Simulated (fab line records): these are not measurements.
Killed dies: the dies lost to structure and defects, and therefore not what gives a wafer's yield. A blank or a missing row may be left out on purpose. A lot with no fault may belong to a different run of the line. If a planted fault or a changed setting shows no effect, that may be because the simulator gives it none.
Matching of chambers | flow n5Finfet | 4 sister chambers for N5_BEOL_M14_ETCH_68 on rieDiel-01
The step etches SOC in N2/H2, time 450 s. 14 wafers are shown with their chamber, then 7 later ones without.

WAFERS PAIRED WITH THEIR CHAMBERS
wafer  | chamber | drypumpMotorCurrentA (A) | showerheadPlenumPTorr (Torr) | throttleValvePct (%)
L075.1 | 3       | 5.8                      | 2.61                         | 18.35
L075.3 | 0       | 5.8                      | 2.63                         | 17.85
L075.4 | 2       | 5.1                      | 2.45                         | 17.40
L081.4 | 3       | 5.8                      | 2.61                         | 18.36
L081.5 | 3       | 5.8                      | 2.61                         | 18.36
L081.6 | 2       | 5.1                      | 2.45                         | 17.43
L083.2 | 0       | 5.8                      | 2.63                         | 17.87
L083.4 | 2       | 5.1                      | 2.45                         | 17.43
L083.6 | 3       | 5.7                      | 2.61                         | 18.37
L086.1 | 2       | 5.1                      | 2.44                         | 17.44
L086.3 | 0       | 5.8                      | 2.63                         | 17.87
L086.5 | 1       | 6.1                      | 2.52                         | 17.90
L090.1 | 1       | 6.1                      | 2.51                         | 17.92
L090.5 | 3       | 5.8                      | 2.60                         | 17.86

SIGNATURES, as means of the wafers listed above
reading               | chamber 0 | chamber 1 | chamber 2 | chamber 3 | scatter within a chamber
drypumpMotorCurrentA  | 5.800     | 6.100     | 5.100     | 5.780     | 0.0283
showerheadPlenumPTorr | 2.6300    | 2.5150    | 2.4475    | 2.6080    | 0.00453
throttleValvePct      | 17.8633   | 17.9100   | 17.4250   | 18.2600   | 0.142
Rule: a wafer lies at a distance from a chamber equal to the root of the sum of squares, over the readings, of (its reading less the chamber's mean, divided by the reading's scatter). If the next closest chamber is less than 2 further off than the closest, the wafer can't be placed; otherwise it belongs to the closest. The scatter: take each reading less its chamber's mean, square it, sum over the shown wafers, divide by the number of wafers less the number of chambers, and take the root.

WAFERS MISSING THEIR CHAMBER
wafer  | drypumpMotorCurrentA (A) | showerheadPlenumPTorr (Torr) | throttleValvePct (%)
L090.6 | 5.8                      | 2.62                         | 17.91
L095.3 | 5.8                      | 2.60                         | 17.88
L095.4 | 5.1                      | 2.43                         | 17.49
L095.6 | 5.8                      | 2.60                         | 17.89
L091.1 | 5.8                      | 2.62                         | 17.93
L091.5 | 5.8                      | 2.60                         | 17.90
L091.6 | 5.8                      | 2.62                         | 17.94

EACH ONE'S CHAMBER
wafer  | from the rows above     | in truth
L090.6 | can't be placed: 0 or 3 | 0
L095.3 | 3                       | 3
L095.4 | 2                       | 2
L095.6 | 3                       | 3
L091.1 | can't be placed: 0 or 3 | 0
L091.5 | 3                       | 3
L091.6 | can't be placed: 0 or 3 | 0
Correct placement for 4 of the 7. These rows do not allow placing 3 (true chamber among the candidates in 3). Number placed wrongly: 0.
